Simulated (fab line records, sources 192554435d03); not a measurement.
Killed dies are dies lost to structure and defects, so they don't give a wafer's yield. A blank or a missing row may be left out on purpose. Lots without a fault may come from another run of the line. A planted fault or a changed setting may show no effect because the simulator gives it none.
fab line records | flow n5_finfet
record lots=9 wafers=27 last_day=17
route steps=1938 shown BEOL_M0@749 BEOL_M1@773 BEOL_M4@1111 PASSIVATION@1936
lots that met no fault: from a run of the same line without faults
start_h: hours from the record's first day to the start of the lot's first wafer shown | wait_h: hours since the lot's step before | " the same as in the row above | L1.1+2: a row that stands for several wafers | - no value, or no start given | * or withheld: withheld | < > ~ a bound
route shown NAME@n: a module of which the file shows steps, and the number in the route of the first | usual: mean/standard deviation of fault-free wafers | same: alike in all rows | chamber/n: place in a boat | sites: the reading at each site | _std_site: their standard deviation | _edge_site: outer sites' mean less inner sites' | radius_mm: how far each site lies from the wafer's centre | mask NAME#n: copy n | behind: the tool/chamber that last shaped the wafer | hold: why the lot was held/for how many hours/how that ended | device: the transistor (n, p or np) that didn't switch | end of line: the same wafers' tests at the end of the route | a step without rows: its recipe alone | killed: dies lost to structure and defects at the first sort, not the wafer's yield | map: a wafer's dies, x killed, . not, _ none there
set.NAME: the setting as run; set.NAME@STEP: as run at that earlier step | model.NAME: the simulator's own value behind a step, which no gauge read
steps of the route over a sample of lots; a table a step, a row a wafer
services: from which hour (start_h, from the record's first day; less than 0 if before it) a tool's chamber was out of use, for how many hours, and why
## steps
# step N5_BEOL_M0_RS_MEAS_126
# recipe thk_meas_gauge=four-point-probe reads=Co_of_BEOL_M0_CO_CAP_123+Cu_of_BEOL_M0_ECD_118+Co_of_BEOL_M0_CVD_115+TaN_of_BEOL_M0_ALD_136
# usual M0_RS=0.541/0.024
# columns lot.wafer tool chamber start_h wait_h M0_RS[ohm/sq]
L327.1 film_metro-01 - 132.99 0.1 0.594
L327.3 " - " " 0.574
L327.5 " - " " 0.535
L332.4 film_metro-02 - 156.48 0.0 0.530
L332.5 " - " " 0.537
L332.6 " - " " 0.530
L333.3 film_metro-02 - 168.82 0.1 0.520
L333.5 " - " " 0.536
L333.6 " - " " 0.525
L334.2 film_metro-02 - 172.65 0.1 0.570
L334.4 " - " " 0.561
L334.5 " - " " 0.579
L336.1 film_metro-01 - 189.75 0.0 0.541
L336.4 " - " " 0.514
L336.6 " - " " 0.553
L338.2 film_metro-01 - 196.62 0.1 0.546
L338.3 " - " " 0.510
L338.4 " - " " 0.485
L344.1 film_metro-01 - 229.89 0.0 0.556
L344.2 " - " " 0.557
L344.3 " - " " 0.547
L345.1 film_metro-01 - 237.01 0.0 0.565
L345.3 " - " " 0.594
L345.4 " - " " 0.528
L346.3 film_metro-02 - 244.65 0.1 0.512
L346.4 " - " " 0.510
L346.6 " - " " 0.534
# step N5_BEOL_M1_STRIP_66
# recipe chemistry=CF4 resist=SiARC power_w=300 bias_power_w=75 pressure_mtorr=50 cf4_flow_sccm=150 rf_frequency_hz=6e+07
# usual drypump_motor_current_A=5.6/0.43 oes_product_au=0.78/0.076 power_w=300.1/0.93 rf_vpp_V=271.0/1.2 showerhead_plenum_p_Torr=1.79/0.037 throttle_valve_pct=13.64/0.23
# columns lot.wafer tool chamber start_h wait_h drypump_motor_current_A oes_product_au power_w rf_hours_counter_h rf_vpp_V showerhead_plenum_p_Torr throttle_valve_pct
L327.1 rie_diel-06 1 135.86 0.0 5.7 0.74 300.6 158 270.8 1.80 13.83
L327.3 " 0 " " 5.2 0.85 299.6 56 271.2 1.76 13.45
L327.5 " 2 " " 6.0 0.70 299.6 - 270.8 1.78 13.83
L332.4 rie_diel-04 3 158.41 0.0 5.2 0.88 300.5 36 270.1 1.76 13.43
L332.5 " 2 " " 5.7 0.69 299.4 - 267.6 1.71 13.98
L332.6 " 1 " " 5.2 0.71 299.6 - 270.1 1.77 13.60
L333.3 rie_diel-06 3 172.77 0.0 6.2 0.88 300.2 31 272.6 1.82 13.30
L333.5 " 0 " " 5.2 0.84 299.5 - 269.4 1.76 13.47
L333.6 " 3 " " 6.2 0.87 299.7 - 272.9 1.82 13.31
L334.2 rie_diel-04 2 173.81 0.0 5.7 0.69 301.4 228 269.9 1.71 14.01
L334.4 " 3 " " 5.2 0.87 299.1 40 271.5 1.76 13.44
L334.5 " 1 " " 5.2 0.71 299.3 - 270.0 1.77 13.61
L336.1 rie_diel-06 1 192.53 0.0 5.7 0.73 299.7 176 271.0 1.80 13.84
L336.4 " 0 " " 5.2 0.82 298.1 73 269.4 1.76 13.48
L336.6 " 1 " " 5.7 0.74 299.1 - 270.3 1.80 13.85
L338.2 rie_diel-06 2 200.94 0.0 6.1 0.69 299.7 225 270.2 1.77 13.88
L338.3 " 0 " " 5.2 0.82 300.6 76 269.7 1.76 13.51
L338.4 " 3 " " 6.2 0.86 301.1 40 271.9 1.82 13.32
L344.1 rie_diel-06 1 231.15 0.0 5.7 0.72 299.8 189 270.8 1.79 13.88
L344.2 " 3 " " 6.2 0.85 300.2 50 271.5 1.82 13.35
L344.3 " 0 " " 5.2 0.82 299.9 87 271.4 1.75 13.53
L345.1 rie_diel-04 1 241.16 0.0 5.2 0.70 299.5 219 270.3 1.77 13.64
L345.3 " 0 " " 5.9 0.70 298.8 200 271.8 1.78 13.90
L345.4 " 2 " " 5.7 0.68 301.4 244 270.1 1.70 14.03
L346.3 rie_diel-06 3 246.83 0.0 6.2 0.83 302.1 56 271.4 1.81 13.37
L346.4 " 2 " " 6.0 0.68 300.4 241 270.8 1.77 13.92
L346.6 " 0 " " 5.2 0.80 299.3 - 269.4 1.75 13.53
# step N5_BEOL_M1_COAT_76
# recipe resist=underlayer temp_c=205 time_s=60 spin_rpm=1500 resist_thk_nm=5
# usual exhaust_pa=45.0/0.93 spin_speed_rpm=1500.1/0.99
# columns lot.wafer tool chamber start_h wait_h exhaust_pa spin_speed_rpm
L327.1 litho_track-01 0 136.12 - 45.7 1500.7
L327.3 " 0 " " 43.0 1501.1
L327.5 " 0 " " 44.0 1500.6
L332.4 litho_track-04 0 158.77 - 45.8 1498.6
L332.5 " 0 " " 45.0 1500.3
L332.6 " 0 " " 44.9 1498.9
L333.3 litho_track-01 0 173.04 - 45.9 1499.4
L333.5 " 0 " " 47.4 1501.6
L333.6 " 0 " " 46.7 1501.0
L334.2 litho_track-04 0 174.17 - 43.4 1499.4
L334.4 " 0 " " 44.0 1500.3
L334.5 " 0 " " 43.9 1500.4
L336.1 litho_track-04 0 192.88 - 45.7 916.4
L336.4 " 0 " " 45.2 915.9
L336.6 " 0 " " 44.8 916.7
L338.2 litho_track-04 0 201.34 - 44.6 916.8
L338.3 " 0 " " 44.0 916.8
L338.4 " 0 " " 44.4 918.3
L344.1 litho_track-01 0 231.41 - 43.6 1500.4
L344.2 " 0 " " 45.3 1500.7
L344.3 " 0 " " 46.9 1499.2
L345.1 litho_track-02 0 241.50 - 44.0 1497.9
L345.3 " 0 " " 44.3 1498.2
L345.4 " 0 " " 43.8 1499.3
L346.3 litho_track-01 0 247.22 - 45.0 1499.7
L346.4 " 0 " " 45.4 1500.6
L346.6 " 0 " " 45.2 1499.8
# step N5_BEOL_M1_CD_MEAS_28
# recipe landing_energy_ev=500 detector=se_inlens target_cd_y_nm=23.3
# usual cd_nm=24.02/0.27
# same landing_energy_ev=500
# columns lot.wafer tool chamber start_h wait_h cd_nm
L327.1 cd_sem-03 0 136.40 - 24.11
L327.3 " 0 " " 24.20
L327.5 " 0 " " 24.48
L332.4 cd_sem-01 0 159.06 - 24.31
L332.5 " 0 " " 24.39
L332.6 " 0 " " 24.77
L333.3 cd_sem-01 0 173.44 - 24.50
L333.5 " 0 " " 24.32
L333.6 " 0 " " 24.59
L334.2 cd_sem-02 0 174.45 - 24.19
L334.4 " 0 " " 23.85
L334.5 " 0 " " 23.77
L336.1 cd_sem-01 0 193.16 - 23.72
L336.4 " 0 " " 23.74
L336.6 " 0 " " 23.85
L338.2 cd_sem-01 0 201.75 - 23.88
L338.3 " 0 " " 24.21
L338.4 " 0 " " 24.25
L344.1 cd_sem-01 0 231.81 - 23.79
L344.2 " 0 " " 23.63
L344.3 " 0 " " 23.85
L345.1 cd_sem-02 0 241.90 - 24.31
L345.3 " 0 " " 23.73
L345.4 " 0 " " 24.37
L346.3 cd_sem-02 0 247.50 - 23.86
L346.4 " 0 " " 24.25
L346.6 " 0 " " 24.10
# step N5_BEOL_M1_ETCH_77
# recipe chemistry=N2/H2 target=underlayer target_depth_a=65 mask_material=CAR-EUV time_s=5.2 ion_energy_ev=200 pressure_mtorr=30 source_w=840 bias_w=150 n2_flow_sccm=200 h2_flow_sccm=200 ends=cleared
# usual drypump_motor_current_A=5.6/0.43 etch_rf_on_time_s=5.27/0.18 oes_product_au=0.68/0.074 rf_vpp_V=523.7/2.3 showerhead_plenum_p_Torr=2.54/0.073 throttle_valve_pct=17.93/0.28
# columns lot.wafer tool chamber start_h wait_h drypump_motor_current_A etch_rf_on_time_s oes_product_au rf_hours_counter_h rf_vpp_V showerhead_plenum_p_Torr throttle_valve_pct
L327.1 rie_diel-06 1 137.02 0.0 5.7 5.31 0.63 159 523.2 2.54 18.02
L327.3 " 2 " " 6.0 5.35 0.61 206 523.9 2.51 17.91
L327.5 " 0 " " 5.2 5.61 0.70 - 521.1 2.46 17.50
L332.4 rie_diel-03 3 159.21 0.0 6.4 4.95 0.77 41 524.5 2.62 18.36
L332.5 " 0 " " 5.1 5.37 0.62 - 523.4 2.54 18.06
L332.6 " 1 " " 5.4 5.44 0.76 - 529.6 2.70 17.80
L333.3 rie_diel-06 3 173.61 0.0 6.2 5.16 0.75 31 525.6 2.60 17.80
L333.5 " 1 " " 5.7 5.23 0.63 - 521.7 2.54 18.07
L333.6 " 2 " " 6.1 5.20 0.59 - 522.6 2.51 17.92
L334.2 rie_diel-03 0 174.61 0.0 5.1 5.35 0.62 194 524.2 2.54 18.07
L334.4 " 2 " " 5.3 5.05 0.83 0 522.8 2.52 17.46
L334.5 " 0 " " 5.1 5.37 0.62 - 523.8 2.54 18.04
L336.1 rie_diel-03 3 193.39 0.0 6.3 6.41 0.76 54 526.1 2.62 18.39
L336.4 " 1 " " 5.4 6.92 0.75 23 527.0 2.69 17.83
L336.6 " 1 " " 5.4 6.90 0.74 - 527.4 2.69 17.78
L338.2 rie_diel-03 1 202.84 0.0 5.4 6.98 0.73 28 528.3 2.69 17.82
L338.3 " 0 " " 5.1 7.01 0.60 205 523.7 2.54 18.07
L338.4 " 3 " " 6.4 6.47 0.75 57 523.5 2.62 18.43
L344.1 rie_diel-03 1 231.97 0.0 5.4 5.46 0.72 37 528.9 2.69 17.83
L344.2 " 2 " " 5.3 5.09 0.77 19 522.6 2.51 17.51
L344.3 " 0 " " 5.1 5.35 0.60 214 524.1 2.53 18.07
L345.1 rie_diel-06 3 242.20 0.0 6.2 5.20 0.72 54 523.8 2.59 17.82
L345.3 " 0 " " 5.2 5.63 0.66 91 519.6 2.44 17.57
L345.4 " 2 " " 6.1 5.36 0.58 239 523.0 2.50 17.96
L346.3 rie_diel-06 0 248.67 0.0 5.2 5.60 0.65 95 521.4 2.44 17.57
L346.4 " 3 " " 6.2 5.27 0.72 57 523.5 2.59 17.83
L346.6 " 0 " " 5.2 5.65 0.67 - 522.4 2.44 17.59
# step N5_BEOL_M4_RC_MEAS_101
# usual DIBL_N=36.0/2.5 DIBL_P=36.2/3 IOFF_N=0.16/0.044 IOFF_P=0.21/0.049 ION_N=671/15 ION_P=461/8.7 SS_N=71.5/0.72 SS_P=73.4/0.9 VT_N=251/4.4 VT_P=-250/4
# columns lot.wafer tool chamber start_h wait_h DIBL_N[mV/V] DIBL_P[mV/V] IOFF_N[nA/um] IOFF_P[nA/um] ION_N[uA/um] ION_P[uA/um] SS_N[mV/dec] SS_P[mV/dec] VT_N[mV] VT_P[mV]
L327.1 prober-02 0 189.25 0.6 34.6 36.4 0.13 0.19 652 449 71.9 73.2 254 -252
L327.3 " 0 " " 33.6 35.3 0.13 0.17 660 452 71.7 73.2 253 -253
L327.5 " 0 " " 33.5 35.5 0.13 0.18 652 447 72.0 73.0 254 -255
L332.4 prober-01 0 219.58 0.5 36.4 36.8 0.15 0.20 678 464 71.5 73.5 252 -251
L332.5 " 0 " " 34.6 33.4 0.11 0.16 653 452 70.4 72.5 255 -253
L332.6 " 0 " " 35.0 35.4 0.12 0.20 669 468 71.6 72.8 255 -252
L334.2 prober-01 0 222.69 0.2 34.1 32.0 0.11 0.14 661 453 70.8 72.9 259 -259
L334.4 " 0 " " 36.0 35.3 0.13 0.16 658 450 71.4 73.9 255 -258
L334.5 " 0 " " 37.1 37.1 0.15 0.20 654 455 72.1 74.2 251 -254
L333.3 prober-02 0 223.87 0.3 37.0 36.6 0.16 0.20 669 457 72.0 73.2 254 -252
L333.5 " 0 " " 36.0 35.6 0.14 0.19 663 460 71.0 72.6 255 -251
L333.6 " 0 " " 39.7 40.1 0.21 0.26 700 473 72.0 74.0 246 -249
L336.1 prober-02 0 244.31 0.0 35.8 35.0 0.13 0.19 662 459 71.5 73.2 253 -253
L336.4 " 0 " " 38.2 37.5 0.17 0.22 672 463 72.1 73.5 249 -247
L336.6 " 0 " " 35.3 33.7 0.13 0.18 662 464 71.2 72.7 252 -252
L338.2 prober-02 0 260.87 0.2 40.2 39.5 0.21 0.29 695 476 72.0 74.3 243 -245
L338.3 " 0 " " 38.9 37.9 0.18 0.24 676 471 72.1 73.6 247 -248
L338.4 " 0 " " 38.6 36.6 0.17 0.22 668 456 71.9 73.7 250 -250
L344.1 prober-01 0 285.81 0.0 35.9 37.7 0.18 0.26 676 469 71.0 73.7 248 -244
L344.2 " 0 " " 34.4 35.8 0.14 0.22 655 460 70.9 73.8 255 -248
L344.3 " 0 " " 36.0 37.3 0.18 0.24 677 469 72.3 73.8 248 -247
L345.1 prober-01 0 286.74 0.4 33.0 31.1 0.10 0.15 653 454 71.0 71.9 258 -255
L345.3 " 0 " " 32.5 31.6 0.10 0.15 643 447 70.5 72.3 259 -253
L345.4 " 0 " " 35.2 35.9 0.14 0.21 668 456 71.3 73.8 250 -251
L346.3 prober-02 0 306.95 0.3 36.2 37.6 0.16 0.25 674 477 71.6 73.7 250 -247
L346.4 " 0 " " 33.7 33.4 0.11 0.17 657 453 71.6 72.2 256 -254
L346.6 " 0 " " 39.4 39.8 0.22 0.28 694 471 73.2 73.9 243 -246
# step N5_PASSIVATION_PROBE_49
# usual defect_limited_yield=91.7/1.4 killed_at_M0_to_M3=31/11 killed_at_M4_up=13/4.6 killed_at_contacts=13/6.7 killed_at_front_end=39/9.6 killed_at_other=3.5/2.8 killed_dies=98/16 killed_on_rim=13/4.2 killed_open=64/11 killed_short=33/8.5 sort_bin_5_function=4.9/0.96 sort_bin_6_memory=3.1/0.59 sort_bin_8_speed=0.2/1.3 sort_n_pass=1080/23 sort_yield_pct=91.5/1.9
# same gross_dies=1180 killed_at_back_side=0 sort_bin_4_leakage[%]=0
# columns lot.wafer tool chamber start_h wait_h defect_limited_yield[%] killed_at_M0_to_M3 killed_at_M4_up killed_at_contacts killed_at_front_end killed_at_other killed_dies killed_on_rim killed_open killed_short sort_bin_5_function[%] sort_bin_6_memory[%] sort_bin_8_speed[%] sort_n_pass sort_yield_pct[%]
L332.4 prober-02 - 326.93 0.4 90.8 31 11 7 54 5 108 15 67 41 5.9 3.2 0 1072 90.8
L332.5 prober-02 - 326.98 0.5 93.7 24 5 18 26 1 74 8 51 23 3.3 2.7 0 1106 93.7
L332.6 prober-02 - 327.03 0.5 93.1 13 16 5 44 3 81 8 52 28 3.6 3.1 0 1099 93.1
L338.3 prober-01 - 362.31 0.1 93.5 20 12 19 25 1 77 10 53 24 4.2 2.3 0 1103 93.5
L344.1 prober-02 - 387.91 0.0 91.2 36 15 10 37 6 104 16 72 32 4.9 3.6 0 1076 91.2
L344.2 prober-02 - 387.96 0.1 91.5 30 9 16 35 10 100 7 70 30 4.9 3.3 0.1 1079 91.4
L344.3 prober-02 - 388.01 0.1 88.1 55 18 15 43 9 140 15 105 34 7.6 4.1 0 1040 88.1
L345.1 prober-02 - 393.04 0.0 91.9 23 15 20 34 3 95 11 62 32 4.2 3.6 0 1085 91.9
L345.3 prober-02 - 393.14 0.1 93.7 25 11 14 21 3 74 4 50 24 4.0 2.2 0.8 1096 92.9
L345.4 prober-02 - 393.19 0.2 93.5 17 19 16 22 3 77 7 50 27 3.6 2.8 0 1103 93.5
# killed by level:class
L332.4 FIN_SAQP:geometric_particle:open=19 BEOL_M2:geometric_particle:open=11 FIN_SAQP:geometric_particle:short=8 GATE_CUT:geometric_particle:short=7 ILD0:geometric_particle:short=5 BEOL_M1:geometric_particle:open=5 STI_FIN_REVEAL:geometric_particle:open=4 MOL_CONTACT_COAG:geometric_particle:short=4
L332.5 MOL_CONTACT_COAG:geometric_particle:open=16 BEOL_M1:geometric_particle:open=6 BEOL_M3:geometric_particle:open=5 STI_FIN_REVEAL:geometric_particle:open=4 DUMMY_GATE:geometric_particle:open=4 BEOL_M0_SAQP:geometric_particle:open=4 FIN_SAQP:geometric_particle:short=3 ILD0:geometric_particle:short=3
L332.6 FIN_SAQP:geometric_particle:open=11 FIN_SAQP:geometric_particle:short=7 BEOL_M4:geometric_particle:open=7 STI_FIN_REVEAL:geometric_particle:open=7 SPACER0:geometric_particle:open=4 MOL_CONTACT_COAG:geometric_particle:open=4 BEOL_M0_SAQP:geometric_particle:open=4 BEOL_M4:geometric_particle:short=4
L338.3 MOL_CONTACT_COAG:geometric_particle:open=14 BEOL_M2:geometric_particle:open=8 MOL_CONTACT_COAG:geometric_particle:short=5 FIN_SAQP:geometric_particle:open=4 FIN_SAQP:geometric_particle:short=4 STI_FIN_REVEAL:geometric_particle:open=4 DUMMY_GATE:geometric_particle:open=4 BEOL_M4:geometric_particle:open=4
L344.1 FIN_SAQP:geometric_particle:open=10 MOL_CONTACT_COAG:geometric_particle:open=9 BEOL_M0_SAQP:geometric_particle:short=9 BEOL_M1:geometric_particle:open=9 STI_FIN_REVEAL:geometric_particle:open=8 BEOL_M4:geometric_particle:open=8 BEOL_M1:geometric_particle:short=6 GATE_CUT:geometric_particle:open=4
L344.2 MOL_CONTACT_COAG:geometric_particle:open=15 BEOL_M0_SAQP:geometric_particle:short=8 STI_FIN_REVEAL:geometric_particle:open=7 BEOL_M1:geometric_particle:open=7 STARTING-WAFER:geometric_particle:open=6 FIN_SAQP:geometric_particle:short=5 FIN_SAQP:geometric_particle:open=5 BEOL_M0_SAQP:geometric_particle:open=5
L344.3 BEOL_M1:geometric_particle:open=19 FIN_SAQP:geometric_particle:open=13 STI_FIN_REVEAL:geometric_particle:open=13 MOL_CONTACT_COAG:geometric_particle:open=13 BEOL_M3:geometric_particle:open=10 BEOL_M0_SAQP:geometric_particle:open=9 BEOL_M0_SAQP:geometric_particle:short=6 BEOL_M4:geometric_particle:open=6
L345.1 MOL_CONTACT_COAG:geometric_particle:open=17 FIN_SAQP:geometric_particle:short=6 BEOL_M0_SAQP:geometric_particle:short=5 BEOL_M8:geometric_particle:open=5 BEOL_M2:geometric_particle:open=5 FIN_SAQP:geometric_particle:open=4 STI_FIN_REVEAL:geometric_particle:open=4 STI_FIN_REVEAL:geometric_particle:short=3
L345.3 MOL_CONTACT_COAG:geometric_particle:open=11 BEOL_M0_SAQP:geometric_particle:open=8 BEOL_M0_SAQP:geometric_particle:short=6 FIN_SAQP:geometric_particle:short=4 STI_FIN_REVEAL:geometric_particle:open=4 GATE_CUT:geometric_particle:short=3 ILD0:geometric_particle:open=3 MOL_CONTACT_COAG:geometric_particle:short=3
L345.4 MOL_CONTACT_COAG:geometric_particle:open=12 BEOL_M0:geometric_particle:open=5 BEOL_M1:geometric_particle:short=5 BEOL_M8:geometric_particle:open=5 ILD0:geometric_particle:short=4 MOL_CONTACT_COAG:geometric_particle:short=4 BEOL_M4:geometric_particle:open=4 FIN_SAQP:geometric_particle:short=3
## services
# columns tool chamber start_h hours kind
rie_diel-06 3 133.56 10.2 repair
rie_diel-03 1 146.18 2.5 repair
rie_diel-03 - 159.37 0.7 repair
rie_diel-03 2 161.15 - clean
rie_diel-03 2 161.15 - consumable_replace:focus_ring
rie_diel-03 2 161.15 13.2 scheduled_down
rie_diel-03 2 161.15 13.2 vent_cycle
rie_diel-04 - 188.17 14.6 pm
litho_track-01 - 220.33 - consumable_replace:filter
rie_diel-03 - 239.00 15.6 pm
## key
first_sign step=N5_BEOL_M1_COAT_76 reading=spin_speed_rpm direction=down sigmas=99+ usual=* struck=*
effect step=N5_BEOL_M1_ETCH_77 reading=etch_rf_on_time_s direction=up sigmas=8.4 usual=* struck=*
met_at N5_BEOL_M1_COAT_76
struck_lots L336,L338
not_acting_at N5_BEOL_M0_RS_MEAS_126,N5_BEOL_M1_STRIP_66,N5_BEOL_M1_CD_MEAS_28
onset_between 174.17 192.88
fault kind=process_parameter_drift tool=litho_track-04 chamber=- onset_h=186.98 steps=N5_BEOL_M1_COAT_76 channel=spin_rpm offset=* shape=step end_h=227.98 acts_in=* stated=*
